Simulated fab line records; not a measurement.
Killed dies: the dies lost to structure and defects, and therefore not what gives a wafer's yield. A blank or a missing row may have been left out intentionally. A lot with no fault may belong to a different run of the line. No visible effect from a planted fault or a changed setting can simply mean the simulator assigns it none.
Code-filled problem report in 8D (eight disciplines) form    flow n5-finfet    the parts of the form that need people (team, actions taken, sign-off) are left out

1. THE ISSUE
Wafers without a fault read 41.22, standard deviation 0.051; exposure-dose-mJ-cm2 at N5_BEOL_M2_EXPOSE_08 reads a mean of 42.56 on 12 wafers belonging to 4 lots. That puts it +26 standard deviations away from the usual mean.
The step: exposes mask M2.
Earliest sighting: wafer L457.1 on euv-scanner-02 at day 9 01:10. At this step, 34 wafers from 12 lots have a number in the record. The rule behind "out" and "out of limits": a value lying over 4 standard deviations away from the usual mean. The other wafers with a number count as sound.

2. WHAT THIS IS AND IS NOT
question                     is                      is not
which readings at this step  exposure-dose-mJ-cm2    -
which lots                   L457, L458, L460, L461  L448, L450, L451, L455, L462, L463, L465, L470
which wafers of those lots   all that have a number  -
read on which tools          euv-scanner-02          euv-scanner-01
when                         from day 9 01:10        up to then (12 sound wafers); but 10 sound wafers of L462, L463, L465, L470 came after

3. THE SUSPECTS, EACH WITH WHAT RULES IT OUT
Counting: any tool at a process step up to the reading is kept as a suspect provided that every lot that is out went through it and no sound lot did after the first of them.
- euv-scanner-02 at N5_BEOL_M2_EXPOSE_08 (exposes mask M2): kept. All lots that are out passed through it, beginning with L457 at day 9 01:10, and no sound lot followed; its final sound lot before that point was L455 at day 8 15:31. Its own readings are out on those wafers: exposure-dose-mJ-cm2.
The count leaves euv-scanner-02 at N5_BEOL_M2_EXPOSE_08.

4. THE CAUSE (what the simulator had put in)
Drift in process parameters on euv-scanner-02 at N5_BEOL_M2_EXPOSE_08, starting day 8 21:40. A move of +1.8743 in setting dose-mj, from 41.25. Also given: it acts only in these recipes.
Counting left only this tool.

5. THE EFFECT CHAIN, in route order
Rows list readings where the struck wafers' mean (over those with a number) sits beyond 3 standard deviations from the usual. Scope: only readings with a usual standard deviation given in the record; hours: median across lots of the time from each lot's start at the first step in this table that gives one to its start at this step; sigmas: change in usual standard deviations.
hours  step                  reading               usual  on struck wafers  change  sigmas
0      N5_BEOL_M2_EXPOSE_08  exposure-dose-mJ-cm2  41.22  42.56             +1.34   +26
Its process steps:
- N5_BEOL_M2_EXPOSE_08: exposes mask M2.
Later measuring or inspecting steps at which every struck wafer that the step has a row for has a number for every such reading, and none has moved that far: N5_BEOL_M4_RC_MEAS_101.

6. WHAT WOULD HAVE CAUGHT IT SOONER
The fault began at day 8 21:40; the first out-of-limits reading in this record came at day 9 01:10, 4 hours later.
